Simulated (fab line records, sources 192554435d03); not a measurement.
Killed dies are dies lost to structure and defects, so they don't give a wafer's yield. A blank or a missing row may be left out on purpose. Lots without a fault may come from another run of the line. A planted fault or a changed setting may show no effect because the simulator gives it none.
One fault seen from 2 desks | flow n5_finfet | each desk has only its own numbers; what lay behind them comes last

THE TOOL OWNER'S DESK: rie_diel-03
The tool's own readings at N5_FIN_SAQP_SPACER1_ETCHBACK_25 (etches SiO2 in CHF3/O2, target depth 24.4 nm, time 12.2 s): means of the sampled wafers that have a number, for each lot that ran on this tool. A lot is out of limits, marked OUT, if its mean lies more than 4 standard deviations from the usual mean; the brackets give that distance.
Columns: A = chamber_pressure_mTorr at N5_FIN_SAQP_SPACER1_ETCHBACK_25, usual 30.002 mTorr; B = drypump_motor_current_A at N5_FIN_SAQP_SPACER1_ETCHBACK_25, usual 5.7 A; C = oes_product_au at N5_FIN_SAQP_SPACER1_ETCHBACK_25, usual 0.77 a.u.; D = rf_vpp_V at N5_FIN_SAQP_SPACER1_ETCHBACK_25, usual 526 V; E = showerhead_plenum_p_Torr at N5_FIN_SAQP_SPACER1_ETCHBACK_25, usual 2.38 Torr; F = throttle_valve_pct at N5_FIN_SAQP_SPACER1_ETCHBACK_25, usual 18.91 %
lot  | first seen here | A      | B   | C    | D   | E    | F
L300 | day 3 19:40     | 29.993 | 5.8 | 0.80 | 528 | 2.39 | 18.98
L303 | day 4 12:28     | 30.026 | 5.9 | 0.77 | 528 | 2.38 | 18.98
L308 | day 5 19:24     | 30.005 | 6.2 | 0.70 | 522 | 2.33 | 18.85
L310 | day 6 06:26     | 29.946 | 6.2 | 0.69 | 522 | 2.33 | 18.87
L311 | day 6 12:31     | 30.013 | 6.0 | 0.76 | 524 | 2.34 | 18.84
This desk's finding: nothing out of limits on any of the 5 lots.

THE METROLOGY DESK
What the gauges read, lot by lot, whatever tool the lot ran on: means of the sampled wafers that have a number. A lot is out of limits, marked OUT, if its mean lies more than 4 standard deviations from the usual mean; the brackets give that distance. Of its 12 readings 7 are shown: the one that was out of limits first, and those that lie furthest out on some lot.
Columns: A = DIBL_P at N5_BEOL_M4_RC_MEAS_101, usual 35.6 mV/V; B = IOFF_N at N5_BEOL_M4_RC_MEAS_101, usual 0.148 nA/um; C = IOFF_P at N5_BEOL_M4_RC_MEAS_101, usual 0.20 nA/um; D = ION_N at N5_BEOL_M4_RC_MEAS_101, usual 672 uA/um; E = ION_P at N5_BEOL_M4_RC_MEAS_101, usual 462 uA/um; F = VT_N at N5_BEOL_M4_RC_MEAS_101, usual 251 mV; G = VT_P at N5_BEOL_M4_RC_MEAS_101, usual -251 mV
lot  | first seen here | A    | B     | C    | D   | E   | F              | G
L300 | day 3 17:17     | 36.6 | 0.181 | 0.25 | 688 | 475 | 247            | -244
L302 | day 4 04:04     | 34.9 | 0.131 | 0.20 | 671 | 464 | 252            | -248
L303 | day 4 10:04     | 34.7 | 0.133 | 0.17 | 664 | 453 | 254            | -254
L308 | day 5 16:26     | 33.5 | 0.126 | 0.21 | 676 | 472 | 251            | -248
L310 | day 6 04:06     | 32.9 | 0.076 | 0.12 | 626 | 430 | 266 (+4.5) OUT | -260
L311 | day 6 09:35     | 35.3 | 0.142 | 0.17 | 673 | 460 | 252            | -254
L314 | day 7 03:37     | 40.2 | 0.188 | 0.25 | 681 | 466 | 247            | -248
L315 | day 7 09:51     | 35.2 | 0.161 | 0.20 | 683 | 468 | 250            | -248
This desk's finding: out of limits on L310; first on L310, day 12 00:22 (VT_N at N5_BEOL_M4_RC_MEAS_101). In limits: L300, L302, L303, L308, L311, L314, L315.

PUT TOGETHER
The metrology desk could have raised an alarm at day 12 00:22, on L310.
The tool owner's desk saw nothing out of limits.
The tool owner's desk has L310 on record, within its limits.
Of the lots named, all ran N5_FIN_SAQP_SPACER1_ETCHBACK_25 on rie_diel-03.

WHAT THE SIMULATOR HAD PUT IN
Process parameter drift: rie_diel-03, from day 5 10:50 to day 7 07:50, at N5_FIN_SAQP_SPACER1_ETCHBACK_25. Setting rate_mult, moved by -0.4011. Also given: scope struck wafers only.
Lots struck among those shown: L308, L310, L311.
Hours from the fault's start to each desk's first reading out of limits: the metrology desk, 158.
